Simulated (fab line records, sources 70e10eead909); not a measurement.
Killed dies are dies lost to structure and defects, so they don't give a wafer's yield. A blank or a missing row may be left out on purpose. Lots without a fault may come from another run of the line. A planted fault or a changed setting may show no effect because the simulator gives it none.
fab line records | flow nand_harc
record lots=24 wafers=72 last_day=35
route steps=1302 shown A_STAIRCASE@741
lots that met no fault: from a run of the same line without faults
start_h: hours from the record's first day to the start of the lot's first wafer shown | wait_h: hours since the lot's step before | " the same as in the row above | L1.1+2: a row that stands for several wafers | - no value, or no start given | * or withheld: withheld | < > ~ a bound
route shown NAME@n: a module of which the file shows steps, and the number in the route of the first | usual: mean/standard deviation of fault-free wafers | same: alike in all rows | chamber/n: place in a boat | sites: the reading at each site | _std_site: their standard deviation | _edge_site: outer sites' mean less inner sites' | radius_mm: how far each site lies from the wafer's centre | mask NAME#n: copy n | behind: the tool/chamber that last shaped the wafer | hold: why the lot was held/for how many hours/how that ended | device: the transistor (n, p or np) that didn't switch | end of line: the same wafers' tests at the end of the route | a step without rows: its recipe alone | killed: dies lost to structure and defects at the first sort, not the wafer's yield | map: a wafer's dies, x killed, . not, _ none there
set.NAME: the setting as run; set.NAME@STEP: as run at that earlier step | model.NAME: the simulator's own value behind a step, which no gauge read
steps of the route over a sample of lots; a table a step, a row a wafer
services: from which hour (start_h, from the record's first day; less than 0 if before it) a tool's chamber was out of use, for how many hours, and why
## steps
# step NHARC_A_STAIRCASE_ETCH_227
# recipe target_depth_a=1000 time_s=40.5 ion_energy_ev=400 c4f8_flow_sccm=20 o2_flow_sccm=10 ar_flow_sccm=withheld rf_w=600 bias_w=1000 chemistry=C4F8/O2
# usual oes_product_au=0.942/0.013 rf_vpp_V=895/4.9
# columns lot.wafer tool chamber start_h wait_h oes_product_au rf_hours_counter_h rf_vpp_V
L074.2 rie_diel-01 1 - - 0.927 48 894
L074.5 " 2 " " 0.935 - 893
L074.6 " 3 " " 0.938 - 895
L075.3 rie_diel-01 3 - - 0.950 45 895
L075.4 " 2 " " 0.934 49 895
L075.6 " 3 " " 0.946 - 895
L076.2 rie_diel-04 2 - - 0.946 7 899
L076.4 " 0 " " 0.944 6 894
L076.5 " 2 " " 0.936 - 898
L077.2 rie_diel-04 3 - - 0.924 9 904
L077.3 " 0 " " 0.932 8 893
L077.1 " 2 " " 0.931 9 900
L078.1 rie_diel-01 3 - - 0.941 1 895
L078.2 " 0 " " 0.947 0 888
L078.3 " 1 " " 0.966 0 896
L081.1 rie_diel-04 1 - - 0.946 20 894
L081.4 " 2 " " 0.937 20 897
L081.5 " 3 " " 0.932 - 905
L080.1 rie_diel-01 1 - - 0.949 8 894
L080.2 " 2 " " 0.946 7 893
L080.5 " 1 " " 0.935 - 894
L079.2 rie_diel-01 2 - - 0.944 7 893
L079.4 " 0 " " 0.952 11 890
L079.5 " 1 " " 0.960 - 894
L082.1 rie_diel-01 3 - - 0.967 16 894
L082.2 " 2 " " 0.955 13 895
L082.6 " 0 " " 0.947 - 889
L083.2 rie_diel-04 3 - - 0.911 33 904
L083.6 " 3 " " 0.916 - 904
L083.5 " 0 " " 0.926 - 894
L085.3 rie_diel-04 2 - - 0.955 36 898
L085.5 " 2 " " 0.947 - 897
L085.6 " 3 " " 0.920 - 906
L084.2 rie_diel-05 1 - - 0.959 18 896
L084.4 " 3 " " 0.929 18 899
L084.6 " 0 " " 0.956 - 888
L086.2 rie_diel-05 2 - - 0.938 21 887
L086.3 " 3 " " 0.940 22 898
L086.5 " 0 " " 0.956 - 890
L088.2 rie_diel-04 1 - - 0.960 45 894
L088.1 " 2 " " 0.951 44 898
L088.4 " 3 " " 0.923 48 905
L087.2 rie_diel-01 3 - - 0.948 30 895
L087.3 " 2 " " 0.935 27 894
L087.5 " 0 " " 0.944 - 887
L089.1 rie_diel-01 0 - - 0.956 30 888
L089.5 " 1 " " 0.946 - 895
L089.6 " 2 " " 0.940 - 893
L090.2 rie_diel-01 2 - - 0.942 31 893
L090.3 " 3 " " 0.948 35 893
L090.6 " 3 " " 0.956 - 894
L091.1 rie_diel-04 0 - - 0.919 57 894
L091.4 " 1 " " 0.927 53 892
L091.5 " 0 " " 0.914 - 893
L093.3 rie_diel-04 1 - - 0.967 1 891
L093.5 " 0 " " 0.948 - 893
L093.6 " 1 " " 0.960 - 892
L092.3 rie_diel-04 3 - - 0.942 2 904
L092.1 " 1 " " 0.950 2 891
L092.5 " 3 " " 0.938 - 905
L094.4 rie_diel-05 2 - - 0.954 53 887
L094.2 " 3 " " 0.927 56 898
L094.5 " 0 " " 0.944 - 887
L095.3 rie_diel-01 0 - - 0.942 6 889
L095.5 " 0 " " 0.945 - 888
L095.6 " 1 " " 0.930 - 894
L096.2 rie_diel-04 1 - - 0.943 11 892
L096.3 " 2 " " 0.957 15 896
L096.5 " 0 " " 0.932 - 892
L097.4 rie_diel-05 1 - - 0.925 1 898
L097.3 " 3 " " 0.945 1 898
L097.2 " 0 " " 0.930 1 888
# step NHARC_A_STAIRCASE_ETCH_236
# recipe target_depth_a=1000 time_s=40.5 ion_energy_ev=400 c4f8_flow_sccm=20 o2_flow_sccm=10 ar_flow_sccm=withheld rf_w=600 bias_w=1000 chemistry=C4F8/O2
# usual oes_product_au=0.942/0.012 rf_vpp_V=894/4.9
# columns lot.wafer tool chamber start_h wait_h oes_product_au rf_hours_counter_h rf_vpp_V
L074.2 rie_diel-01 1 - - 0.932 49 897
L074.5 " 1 " " 0.934 - 895
L074.6 " 2 " " 0.931 - 895
L075.3 rie_diel-01 2 - - 0.944 49 896
L075.4 " 3 " " 0.963 45 896
L075.6 " 1 " " 0.932 - 895
L076.2 rie_diel-04 0 - - 0.947 7 895
L076.4 " 1 " " 0.951 7 893
L076.5 " 2 " " 0.949 - 899
L077.2 rie_diel-04 0 - - 0.937 8 895
L077.1 " 1 " " 0.942 8 892
L077.3 " 2 " " 0.952 10 897
L078.3 rie_diel-01 0 - - 0.947 1 888
L078.1 " 1 " " 0.943 1 895
L078.2 " 2 " " 0.942 1 895
L081.4 rie_diel-05 1 - - 0.932 2 899
L081.1 " 3 " " 0.935 2 899
L081.5 " 1 " " 0.939 - 899
L080.2 rie_diel-01 0 - - 0.942 10 890
L080.1 " 1 " " 0.948 8 896
L080.5 " 0 " " 0.937 - 889
L079.4 rie_diel-01 2 - - 0.951 8 893
L079.2 " 0 " " 0.929 11 888
L079.5 " 1 " " 0.946 - 893
L082.2 rie_diel-01 3 - - 0.942 16 895
L082.1 " 0 " " 0.925 17 888
L082.6 " 2 " " 0.940 - 892
L083.2 rie_diel-01 2 - - 0.940 14 894
L083.6 " 3 " " 0.956 - 895
L083.5 " 0 " " 0.949 - 889
L085.3 rie_diel-04 0 - - 0.932 40 895
L085.6 " 2 " " 0.941 - 898
L085.5 " 3 " " 0.922 - 906
L084.4 rie_diel-05 0 - - 0.950 20 889
L084.2 " 1 " " 0.936 18 898
L084.6 " 3 " " 0.930 - 899
L086.3 rie_diel-01 3 - - 0.962 22 894
L086.2 " 1 " " 0.952 21 894
L086.5 " 3 " " 0.970 - 895
L088.4 rie_diel-05 0 - - 0.927 33 887
L088.1 " 1 " " 0.930 29 897
L088.2 " 3 " " 0.920 32 898
L087.2 rie_diel-04 0 - - 0.926 51 892
L087.3 " 3 " " 0.917 50 903
L087.5 " 0 " " 0.939 - 892
L089.1 rie_diel-01 0 - - 0.958 31 888
L089.6 " 0 " " 0.943 - 887
L089.5 " 1 " " 0.959 - 894
L090.3 rie_diel-01 0 - - 0.954 35 889
L090.2 " 1 " " 0.933 27 896
L090.6 " 2 " " 0.947 - 893
L091.4 rie_diel-04 1 - - 0.949 55 893
L091.1 " 3 " " 0.911 56 905
L091.5 " 1 " " 0.947 - 893
L093.3 rie_diel-05 3 - - 0.943 53 897
L093.5 " 1 " " 0.935 - 897
L093.6 " 2 " " 0.966 - 887
L092.3 rie_diel-04 3 - - 0.929 3 905
L092.1 " 0 " " 0.941 2 893
L092.5 " 1 " " 0.959 - 890
L094.4 rie_diel-05 2 - - 0.952 53 885
L094.2 " 1 " " 0.930 52 899
L094.5 " 2 " " 0.938 - 885
L095.3 rie_diel-04 2 - - 0.954 14 898
L095.5 " 1 " " 0.961 - 892
L095.6 " 2 " " 0.948 - 898
L096.2 rie_diel-04 0 - - 0.925 14 893
L096.3 " 1 " " 0.941 12 893
L096.5 " 0 " " 0.936 - 892
L097.3 rie_diel-05 2 - - 0.957 2 906
L097.4 " 3 " " 0.939 1 897
L097.2 " 0 " " 0.920 2 887
# step NHARC_A_STAIRCASE_ETCH_253
# recipe target_depth_a=500 time_s=20.2 ion_energy_ev=400 c4f8_flow_sccm=20 o2_flow_sccm=10 ar_flow_sccm=withheld rf_w=600 bias_w=1000 chemistry=C4F8/O2
# usual oes_product_au=0.956/0.02 rf_vpp_V=895/5
# columns lot.wafer tool chamber start_h wait_h oes_product_au rf_hours_counter_h rf_vpp_V
L074.2 rie_diel-01 3 364.77 0.1 0.966 45 895
L074.6 " 0 " " 0.964 - 889
L074.5 " 1 " " 0.950 - 894
L075.3 rie_diel-01 1 365.07 0.1 0.954 49 894
L075.4 " 3 " " 0.962 45 893
L075.6 " 1 " " 0.960 - 896
L076.2 rie_diel-04 3 388.27 0.1 0.948 10 908
L076.4 " 2 " " 0.952 10 899
L076.5 " 0 " " 0.960 - 896
L077.1 rie_diel-04 0 390.15 0.1 0.919 8 894
L077.3 " 1 " " 0.931 8 892
L077.2 " 2 " " 0.927 10 898
L078.2 rie_diel-04 2 396.27 0.1 0.932 11 899
L078.3 " 3 " " 0.903 12 905
L078.1 " 0 " " 0.923 10 893
L081.4 rie_diel-01 3 426.72 0.1 0.962 10 893
L081.1 " 0 " " 0.958 10 888
L081.5 " 1 " " 0.984 - 896
L080.1 rie_diel-01 2 427.40 0.1 0.965 7 894
L080.2 " 3 " " 0.959 10 894
L080.5 " 2 " " 0.965 - 894
L079.4 rie_diel-04 1 433.22 0.1 0.980 21 893
L079.2 " 3 " " 0.924 22 905
L079.5 " 1 " " 0.968 - 894
L082.1 rie_diel-04 3 460.21 0.1 0.915 35 906
L082.2 " 1 " " 0.946 35 893
L082.6 " 3 " " 0.914 - 905
L083.2 rie_diel-01 2 460.33 0.1 0.978 15 895
L083.5 " 0 " " 0.986 - 889
L083.6 " 1 " " 0.963 - 894
L085.3 rie_diel-01 2 470.23 0.1 0.978 17 895
L085.6 " 1 " " 0.989 - 894
L085.5 " 2 " " 0.984 - 893
L084.4 rie_diel-05 1 470.52 0.1 0.949 18 900
L084.2 " 3 " " 0.937 19 899
L084.6 " 1 " " 0.952 - 900
L086.3 rie_diel-01 0 480.49 0.1 0.955 23 888
L086.2 " 2 " " 0.949 19 894
L086.5 " 1 " " 0.960 - 895
L088.4 rie_diel-05 1 502.89 0.1 0.938 31 899
L088.1 " 2 " " 0.947 29 887
L088.2 " 0 " " 0.966 34 889
L087.2 rie_diel-01 0 504.50 0.1 0.960 31 888
L087.3 " 2 " " 0.968 27 894
L087.5 " 1 " " 0.989 - 895
L089.1 rie_diel-05 0 505.42 0.1 0.979 34 888
L089.5 " 0 " " 0.979 - 887
L089.6 " 1 " " 0.968 - 897
L090.2 rie_diel-01 0 521.22 0.1 0.955 35 888
L090.3 " 1 " " 0.955 28 895
L090.6 " 2 " " 0.943 - 894
L091.4 rie_diel-05 1 534.09 0.1 0.956 42 899
L091.1 " 3 " " 0.980 45 899
L091.5 " 0 " " 0.979 - 888
L093.3 rie_diel-04 1 551.00 0.1 0.972 1 892
L093.6 " 1 " " 0.976 - 891
L093.5 " 2 " " 0.968 - 898
L092.1 rie_diel-04 0 555.66 0.1 0.949 2 892
L092.3 " 2 " " 0.962 3 897
L092.5 " 0 " " 0.942 - 890
L094.4 rie_diel-04 1 563.66 0.1 0.970 5 891
L094.2 " 0 " " 0.975 5 892
L094.5 " 2 " " 0.972 - 896
L095.3 rie_diel-04 3 586.54 0.1 0.923 16 906
L095.5 " 3 " " 0.922 - 904
L095.6 " 0 " " 0.930 - 893
L096.3 rie_diel-04 2 589.75 0.1 0.997 17 897
L096.2 " 3 " " 0.942 18 905
L096.5 " 2 " " 0.995 - 897
L097.3 rie_diel-04 1 600.01 0.2 0.930 15 892
L097.4 " 2 " " 0.944 18 899
L097.2 " 3 " " 0.908 21 905
# step NHARC_A_STAIRCASE_STRIP_274
# recipe o2_flow_sccm=500 ar_flow_sccm=0 bias_w=0 chemistry=O2
# usual drypump_motor_current_A=5.7/0.53 oes_product_au=0.998/0.012 rf_vpp_V=57.6/0.89 showerhead_plenum_p_Torr=3.49/0.14 throttle_valve_pct=17.037/0.008
# columns lot.wafer tool chamber start_h wait_h drypump_motor_current_A oes_product_au rf_hours_counter_h rf_vpp_V showerhead_plenum_p_Torr throttle_valve_pct
L074.2 rie_diel-05 1 - - 5.0 1.001 42 57.4 3.61 17.031
L074.6 " 2 " " 5.7 1.003 - 57.6 3.30 17.042
L074.5 " 3 " " 5.2 1.011 - 60.5 3.62 17.027
L075.4 rie_diel-01 3 - - 6.4 1.010 49 58.9 3.49 17.024
L075.3 " 2 " " 6.2 0.992 52 58.3 3.48 17.039
L075.6 " 0 " " 6.7 0.986 - 56.4 3.33 17.037
L076.2 rie_diel-04 1 - - 5.6 1.009 10 57.6 3.44 17.039
L076.4 " 2 " " 5.2 1.015 11 58.0 3.59 17.031
L076.5 " 3 " " 6.6 0.983 - 57.6 3.80 17.031
L077.2 rie_diel-05 3 - - 5.3 1.009 59 58.0 3.62 17.040
L077.3 " 0 " " 6.0 0.992 49 57.6 3.35 17.035
L077.1 " 1 " " 5.0 1.001 50 57.2 3.61 17.034
L078.2 rie_diel-05 0 - - 6.0 1.003 51 58.7 3.35 17.048
L078.1 " 2 " " 5.7 0.999 61 56.6 3.30 17.045
L078.3 " 3 " " 5.2 1.000 60 58.5 3.62 17.036
L081.4 rie_diel-05 1 - - 4.9 0.984 6 58.0 3.60 17.036
L081.1 " 2 " " 5.7 0.998 6 57.0 3.29 17.036
L081.5 " 0 " " 6.0 1.005 - 57.3 3.35 17.053
L080.2 rie_diel-04 3 - - 6.6 0.970 22 58.0 3.80 17.047
L080.1 " 2 " " 5.3 0.997 22 58.8 3.58 17.037
L080.5 " 3 " " 6.6 0.967 - 58.7 3.80 17.055
L079.4 rie_diel-04 1 - - 5.6 1.010 29 56.8 3.43 17.019
L079.2 " 3 " " 6.6 0.975 30 57.0 3.79 17.035
L079.5 " 0 " " 5.5 0.994 - 58.1 3.46 17.057
L082.2 rie_diel-04 0 - - 5.5 0.967 39 57.6 3.45 17.038
L082.1 " 2 " " 5.2 0.992 36 58.8 3.57 17.037
L082.6 " 0 " " 5.5 0.985 - 57.8 3.45 17.023
L083.2 rie_diel-01 3 - - 6.4 1.007 19 58.1 3.48 17.033
L083.5 " 3 " " 6.4 1.021 - 59.0 3.48 17.035
L083.6 " 0 " " 6.7 0.995 - 57.7 3.32 17.037
L085.3 rie_diel-05 0 - - 6.0 1.000 23 56.4 3.34 17.037
L085.5 " 1 " " 4.9 0.987 - 58.3 3.60 17.032
L085.6 " 2 " " 5.7 1.010 - 56.1 3.29 17.039
L084.2 rie_diel-04 0 - - 5.5 0.986 43 57.4 3.45 17.034
L084.4 " 2 " " 5.3 1.001 40 57.7 3.57 17.039
L084.6 " 1 " " 5.6 1.009 - 57.8 3.43 17.041
L086.3 rie_diel-05 2 - - 5.7 0.986 23 57.7 3.28 17.036
L086.2 " 1 " " 4.9 0.984 24 57.9 3.59 17.040
L086.5 " 2 " " 5.7 1.002 - 57.2 3.29 17.047
L088.1 rie_diel-01 0 - - 6.7 1.009 32 57.4 3.31 17.044
L088.2 " 2 " " 6.2 0.999 29 58.8 3.46 17.031
L088.4 " 2 " " 6.1 1.005 - 55.1 3.46 17.035
L087.2 rie_diel-05 1 - - 4.9 0.988 32 58.1 3.59 17.038
L087.3 " 2 " " 5.7 0.998 30 56.6 3.28 17.047
L087.5 " 2 " " 5.7 1.009 - 57.2 3.28 17.040
L089.1 rie_diel-05 1 - - 5.0 0.989 34 58.1 3.59 17.042
L089.6 " 3 " " 5.3 0.983 - 58.6 3.60 17.041
L089.5 " 0 " " 6.0 1.006 - 57.3 3.33 17.049
L090.3 rie_diel-04 1 - - 5.6 1.009 55 57.3 3.42 17.045
L090.2 " 3 " " 6.6 0.982 56 59.1 3.78 17.029
L090.6 " 2 " " 5.3 1.012 - 57.4 3.56 17.022
L091.1 rie_diel-05 1 - - 4.9 0.990 48 57.3 3.58 17.045
L091.4 " 3 " " 5.2 0.990 - 55.8 3.59 17.039
L091.5 " 1 " " 4.9 0.992 - 58.5 3.58 17.046
L093.3 rie_diel-04 1 - - 5.6 1.018 4 57.1 3.42 17.024
L093.5 " 3 " " 6.6 0.998 - 56.7 3.77 17.041
L093.6 " 0 " " 5.5 1.009 - 57.9 3.44 17.031
L092.3 rie_diel-05 0 - - 6.0 0.998 54 58.2 3.32 17.032
L092.1 " 3 " " 5.2 0.985 57 59.4 3.58 17.039
L092.5 " 0 " " 6.0 1.001 - 57.6 3.32 17.029
L094.2 rie_diel-05 2 - - 5.7 0.993 56 56.3 3.27 17.028
L094.4 " 2 " " 5.7 0.998 - 56.2 3.27 17.046
L094.5 " 3 " " 5.3 0.996 - 56.9 3.58 17.061
L095.3 rie_diel-01 1 - - 6.1 0.992 12 59.3 3.48 17.037
L095.6 " 1 " " 6.1 0.987 - 56.0 3.48 17.026
L095.5 " 2 " " 6.2 0.985 - 57.6 3.44 17.042
L096.3 rie_diel-04 1 - - 5.6 1.008 15 58.2 3.41 17.024
L096.2 " 0 " " 5.5 0.995 17 57.6 3.43 17.049
L096.5 " 1 " " 5.6 1.008 - 56.9 3.41 17.027
L097.4 rie_diel-01 2 - - 6.2 0.986 21 58.6 3.44 17.042
L097.3 " 3 " " 6.4 1.008 18 56.5 3.46 17.044
L097.2 " 0 " " 6.7 0.992 18 56.7 3.30 17.034
# step NHARC_A_STAIRCASE_DEP_280
# recipe target_thk_a=300 target_thk_nm=30 temp_c=400 pressure_torr=3.5 flow_sccm=200 rf_w=350 material=SiON
# usual heater_power_outer_w=450/82 heater_power_w=714/89
# columns lot.wafer tool chamber start_h wait_h heater_power_outer_w heater_power_w
L074.2 pecvd-04 2 384.60 1.3 585 767
L074.5 " 2 " " 585 741
L074.6 " 0 " " 473 753
L075.3 pecvd-04 2 385.47 1.0 687 889
L075.4 " 1 " " 493 823
L075.6 " 0 " " 524 792
L076.2 pecvd-01 2 398.53 1.3 426 707
L076.4 " 1 " " 447 692
L076.5 " 2 " " 432 714
L077.2 pecvd-01 0 400.28 1.3 486 745
L077.1 " 1 " " 448 708
L077.3 " 2 " " 467 786
L078.1 pecvd-01 2 406.80 1.6 525 840
L078.2 " 0 " " 522 774
L078.3 " 1 " " 421 677
L080.2 pecvd-04 2 440.76 1.3 686 911
L080.1 " 0 " " 483 739
L080.5 " 1 " " 456 784
L081.1 pecvd-01 2 440.81 1.9 496 794
L081.5 " 0 " " 495 730
L081.4 " 1 " " 451 724
L079.2 pecvd-01 2 450.50 1.3 507 829
L079.4 " 0 " " 494 741
L079.5 " 1 " " 433 697
L082.1 pecvd-01 0 471.97 1.6 503 762
L082.2 " 2 " " 490 796
L082.6 " 2 " " 505 782
L083.2 pecvd-03 1 472.19 1.3 421 674
L083.6 " 0 " " 308 521
L083.5 " 1 " " 416 677
L085.3 pecvd-04 1 481.31 1.0 509 843
L085.6 " 1 " " 495 824
L085.5 " 2 " " 668 868
L084.2 pecvd-03 0 481.53 1.3 402 636
L084.6 " 0 " " 397 623
L084.4 " 1 " " 431 672
L086.3 pecvd-01 0 489.19 0.9 464 691
L086.2 " 1 " " 438 716
L086.5 " 0 " " 453 724
L088.1 pecvd-03 0 517.19 1.6 379 615
L088.2 " 1 " " 427 694
L088.4 " 1 " " 328 550
L087.2 pecvd-03 0 518.74 1.5 372 577
L087.3 " 1 " " 440 688
L087.5 " 1 " " 422 687
L089.1 pecvd-01 2 523.53 1.6 499 829
L089.5 " 2 " " 522 838
L089.6 " 0 " " 429 695
L090.2 pecvd-01 0 534.63 1.3 458 718
L090.3 " 1 " " 431 673
L090.6 " 2 " " 471 767
L091.1 pecvd-01 2 549.07 1.6 484 776
L091.4 " 2 " " 467 780
L091.5 " 1 " " 353 581
L093.3 pecvd-03 2 563.65 1.2 333 605
L093.6 " 2 " " 329 620
L093.5 " 1 " " 422 683
L092.1 pecvd-03 1 568.02 1.6 419 655
L092.3 " 2 " " 362 663
L092.5 " 1 " " 415 662
L094.2 pecvd-04 0 574.44 1.3 533 816
L094.4 " 0 " " 523 823
L094.5 " 1 " " 493 844
L095.3 pecvd-03 0 600.20 1.0 370 592
L095.6 " 1 " " 426 655
L095.5 " 0 " " 361 573
L096.2 pecvd-03 0 602.79 1.3 367 591
L096.3 " 1 " " 431 661
L096.5 " 2 " " 299 567
L097.3 pecvd-03 2 613.25 1.4 348 633
L097.2 " 1 " " 405 627
L097.4 " 1 " " 389 644
# step NHARC_A_STAIRCASE_ETCH_453
# recipe target_depth_a=300 overetch_a=30 time_s=16.5 ion_energy_ev=100 cf4_flow_sccm=80 o2_flow_sccm=20 ar_flow_sccm=0 rf_w=300 bias_w=100 chemistry=CF4/O2
# usual drypump_motor_current_A=5.9/0.55 oes_product_au=1.000/0.011 rf_vpp_V=197.5/1.5 showerhead_plenum_p_Torr=1.32/0.054 throttle_valve_pct=13.397/0.0098
# columns lot.wafer tool chamber start_h wait_h drypump_motor_current_A oes_product_au rf_hours_counter_h rf_vpp_V showerhead_plenum_p_Torr throttle_valve_pct
L074.2 rie_diel-04 3 - - 6.6 0.982 10 199.3 1.44 13.397
L074.5 " 2 " " 5.2 1.023 - 197.8 1.36 13.382
L074.6 " 3 " " 6.6 0.990 - 199.4 1.44 13.395
L075.4 rie_diel-05 0 - - 6.0 1.003 48 196.4 1.27 13.395
L075.3 " 1 " " 4.9 0.999 48 200.5 1.37 13.394
L075.6 " 1 " " 4.9 0.993 - 198.1 1.37 13.387
L076.4 rie_diel-01 0 - - 6.7 0.994 6 194.6 1.26 13.405
L076.2 " 1 " " 6.1 1.010 3 197.9 1.32 13.398
L076.5 " 2 " " 6.1 1.005 - 196.4 1.31 13.394
L077.3 rie_diel-01 2 - - 6.2 1.000 4 197.5 1.31 13.399
L077.2 " 3 " " 6.3 1.010 6 197.3 1.32 13.388
L077.1 " 1 " " 6.1 1.001 4 198.5 1.32 13.399
L078.3 rie_diel-04 1 - - 5.6 1.011 16 198.8 1.30 13.402
L078.1 " 2 " " 5.3 1.005 16 197.7 1.36 13.403
L078.2 " 3 " " 6.6 0.982 16 201.5 1.44 13.412
L081.4 rie_diel-01 3 - - 6.3 1.008 12 196.6 1.32 13.407
L081.1 " 0 " " 6.7 1.008 13 197.1 1.25 13.402
L081.5 " 2 " " 6.2 1.006 - 198.5 1.31 13.399
L080.1 rie_diel-05 2 - - 5.7 0.994 8 196.0 1.24 13.387
L080.2 " 0 " " 6.0 1.009 7 195.8 1.26 13.400
L080.5 " 2 " " 5.7 1.002 - 195.9 1.24 13.398
L079.2 rie_diel-04 2 - - 5.2 1.013 32 198.0 1.35 13.383
L079.4 " 3 " " 6.5 0.981 33 199.1 1.44 13.402
L079.5 " 3 " " 6.6 0.973 - 200.1 1.44 13.393
L082.1 rie_diel-05 2 - - 5.7 1.002 21 194.9 1.24 13.410
L082.2 " 0 " " 6.0 1.008 23 196.0 1.26 13.391
L082.6 " 2 " " 5.7 1.014 - 197.0 1.24 13.390
L083.2 rie_diel-05 3 - - 5.2 0.984 23 198.7 1.36 13.394
L083.6 " 0 " " 6.0 1.004 - 196.0 1.26 13.390
L083.5 " 1 " " 4.9 1.003 - 198.2 1.36 13.390
L085.3 rie_diel-01 3 - - 6.3 1.013 23 199.5 1.32 13.402
L085.5 " 2 " " 6.2 1.001 - 196.6 1.31 13.391
L085.6 " 3 " " 6.3 1.014 - 196.7 1.31 13.397
L084.2 rie_diel-05 1 - - 5.0 0.995 24 198.5 1.36 13.397
L084.4 " 3 " " 5.2 0.992 25 197.7 1.36 13.400
L084.6 " 1 " " 4.9 0.987 - 198.2 1.36 13.396
L086.3 rie_diel-04 1 - - 5.6 1.015 44 196.8 1.29 13.381
L086.2 " 2 " " 5.2 1.009 42 198.9 1.35 13.391
L086.5 " 3 " " 6.6 0.981 - 200.9 1.44 13.405
L087.3 rie_diel-05 2 - - 5.7 0.995 41 193.8 1.23 13.396
L087.2 " 3 " " 5.2 0.976 44 199.3 1.36 13.407
L087.5 " 0 " " 6.0 0.993 - 197.3 1.25 13.387
L089.1 rie_diel-05 0 - - 6.0 1.006 45 197.5 1.25 13.395
L089.6 " 0 " " 6.0 1.013 - 195.7 1.25 13.409
L089.5 " 1 " " 4.9 0.995 - 198.9 1.36 13.383
L088.2 rie_diel-01 1 - - 6.1 1.013 36 197.9 1.32 13.391
L088.1 " 0 " " 6.6 1.001 43 197.7 1.25 13.405
L088.4 " 1 " " 6.1 1.009 - 196.8 1.32 13.413
L090.3 rie_diel-01 2 - - 6.2 1.002 42 196.7 1.31 13.397
L090.2 " 3 " " 6.3 1.007 37 197.6 1.31 13.414
L090.6 " 0 " " 6.7 1.001 - 195.8 1.25 13.383
L091.4 rie_diel-05 3 - - 5.2 0.997 55 197.7 1.36 13.404
L091.1 " 2 " " 5.7 1.016 52 195.9 1.23 13.380
L091.5 " 3 " " 5.2 0.985 - 197.8 1.36 13.404
L093.3 rie_diel-01 1 - - 6.1 1.008 5 197.0 1.32 13.397
L093.6 " 0 " " 6.7 0.999 - 195.9 1.25 13.402
L093.5 " 1 " " 6.1 0.998 - 198.5 1.32 13.399
L092.1 rie_diel-01 3 - - 6.3 1.007 3 197.3 1.31 13.383
L092.3 " 0 " " 6.6 1.003 3 194.8 1.25 13.400
L092.5 " 2 " " 6.2 0.990 - 198.3 1.30 13.392
L094.4 rie_diel-01 1 - - 6.1 0.999 7 198.0 1.32 13.391
L094.2 " 2 " " 6.2 0.986 7 196.6 1.30 13.396
L094.5 " 3 " " 6.3 0.999 - 196.5 1.31 13.386
L095.3 rie_diel-04 1 - - 5.6 1.002 18 196.4 1.29 13.401
L095.5 " 2 " " 5.2 1.015 - 197.6 1.34 13.398
L095.6 " 3 " " 6.6 1.007 - 198.8 1.43 13.407
L096.3 rie_diel-05 0 - - 6.0 0.980 6 194.9 1.25 13.409
L096.2 " 3 " " 5.2 0.991 6 198.0 1.35 13.379
L096.5 " 1 " " 4.9 0.990 - 199.5 1.35 13.393
L097.3 rie_diel-04 0 - - 5.5 0.990 22 197.7 1.30 13.388
L097.2 " 1 " " 5.6 1.007 20 194.7 1.29 13.385
L097.4 " 3 " " 6.5 0.988 - 200.0 1.43 13.406
## services
# columns tool chamber start_h hours kind
rie_diel-04 - 356.38 9.0 pm
pecvd-03 1 361.79 13.5 repair
pecvd-03 - 366.43 13.0 pm
rie_diel-01 - 382.01 9.0 pm
rie_diel-05 1 404.34 10.2 repair
rie_diel-05 - 407.70 9.0 pm
rie_diel-01 2 418.37 5.0 repair
pecvd-04 2 420.94 10.9 repair
rie_diel-01 3 432.83 5.4 repair
pecvd-04 - 450.38 13.0 pm
pecvd-01 1 459.17 21.9 repair
pecvd-01 - 509.99 13.0 pm
rie_diel-01 3 518.23 14.8 repair
pecvd-01 - 532.98 0.5 repair
rie_diel-04 - 533.38 9.0 pm
rie_diel-01 1 541.13 11.0 repair
rie_diel-05 0 541.14 4.4 repair
pecvd-03 - 547.56 13.0 pm
rie_diel-01 - 559.01 9.0 pm
rie_diel-05 0 571.25 7.7 repair
rie_diel-05 - 584.74 9.0 pm
rie_diel-04 2 591.69 4.0 repair
rie_diel-04 2 620.67 3.5 repair
rie_diel-05 3 621.63 9.3 repair
## key
fault none
